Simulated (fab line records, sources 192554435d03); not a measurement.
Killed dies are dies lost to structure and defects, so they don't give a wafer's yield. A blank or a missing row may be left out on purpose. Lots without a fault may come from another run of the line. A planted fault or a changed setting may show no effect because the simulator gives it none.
A struck lot beside a sound one | flow n5_finfet | 19 steps out of a route of 1938
Sound: wafers L357.3, L357.4, L357.6. Struck: wafers L367.3, L367.5, L367.6. The cause comes at the end.
At each step with rows: each side's tool, then ch and its chambers, then its first start. Under that, the readings that differ: sound wafers | struck wafers | difference of the means | sigmas: that difference in standard deviations of wafers without a fault.
alike: readings whose means differ by less than 2 such deviations, and words and numbers that are the same on both sides. not compared: withheld readings, readings that some wafer has no value for, bounds like >300 that may hide the same value, and numbers for which the record gives no deviation and whose values overlap.
The two part at a step that has a row with sigmas, a row that says differs or no value, or rows on one side only. Numbers that don't overlap but have no deviation are shown without sigmas and don't part them. A reading that every wafer of one side lacks parts them only if that side has two wafers or more.

N5_PASSIVATION_STRIP_14: strips in O2.
  sound on rie_diel-04 ch 1,3, day 14 08:24; struck on rie_diel-04 ch 0,1,2, day 16 23:05
  alike: drypump_motor_current_A, oes_product_au, rf_vpp_V, showerhead_plenum_p_Torr, throttle_valve_pct
  not compared: rf_hours_counter_h
N5_PASSIVATION_ETCH_15: etches SiCN in CF4/N2, target depth 75 nm, time 81.2 s.
  sound on rie_diel-04 ch 1,3; struck on rie_diel-04 ch 0,1,2
  alike: drypump_motor_current_A, mfc_ar_sccm, n2_flow_sccm, oes_product_au, rf_vpp_V, showerhead_plenum_p_Torr, throttle_valve_pct
  not compared: rf_hours_counter_h
then, 2 steps without rows for these wafers: N5_PASSIVATION_STRIP_73 (strips in post etch residue remover, time 60 s); N5_PASSIVATION_SRD_17 (time 30 s, dry time 30 s).
N5_PASSIVATION_DEGAS_18: time 60 s.
  sound on pvd_sputter-02, day 14 09:31; struck on pvd_sputter-02, day 16 23:52
  alike: heater_power_w
N5_PASSIVATION_PRE_CLEAN_19:
  sound on pvd_sputter-02, day 14 09:34; struck on pvd_sputter-02, day 16 23:54
  alike: heater_power_w
then, 1 step without rows for these wafers: N5_PASSIVATION_SPUTTER_20 (material TaN, target thk 50 nm).
N5_PASSIVATION_AL_DEP_21: deposits Al, target thk 2800 nm, time 170 s.
  sound on pvd_sputter-02, day 14 09:42; struck on pvd_sputter-02, day 17 00:02
  alike: throttle_valve_pct
then, 4 steps without rows for these wafers: N5_PASSIVATION_HMDS_23 (time 60 s); N5_PASSIVATION_COAT_24; N5_PASSIVATION_EBR_26; N5_PASSIVATION_SOFTBAKE_25 (time 90 s).
N5_PASSIVATION_EXPOSE_27: exposes mask PAD, defocus 0 nm.
  sound on krf_scanner-01 ch 0, day 14 10:08; struck on krf_scanner-01 ch 0, day 17 00:20
  reading                             | sound       | struck            | difference | sigmas
  model.PASSIVATION.overlay_x_nm (nm) | 0.6 0.6 0.6 | 581.8 581.8 581.8 | +581.2     |
  alike: mask, stage_vel_mm_s
then, 3 steps without rows for these wafers: N5_PASSIVATION_PEB_28; N5_PASSIVATION_DEVELOP_29 (develop time 60 s); N5_PASSIVATION_HARDBAKE_31 (time 120 s).
N5_PASSIVATION_CD_MEAS_30: target cd 4000 nm.
  sound on cd_sem-01 ch 0, day 14 10:18; struck on cd_sem-01 ch 0, day 17 00:31
  alike: cd_nm
N5_PASSIVATION_OVL_MEAS_63:
  sound on overlay-01 ch 0, day 14 10:19; struck on overlay-01 ch 0, day 17 00:32
  reading      | sound   | struck      | difference | sigmas
  PAD_OVL (nm) | 2 -2 -3 | 583 581 583 | +583       | +99 or more
N5_PASSIVATION_INSPECT_64: inspects for defects (macro).
  sound on defect_inspect-02, day 14 10:21; struck on defect_inspect-01, day 17 00:34
  alike: raw_defect_count

WHERE THEY PART
Only at N5_PASSIVATION_OVL_MEAS_63, within this record. Later steps at which nothing parts them and some readings are alike: N5_PASSIVATION_INSPECT_64.

WHY: what the simulator had put in
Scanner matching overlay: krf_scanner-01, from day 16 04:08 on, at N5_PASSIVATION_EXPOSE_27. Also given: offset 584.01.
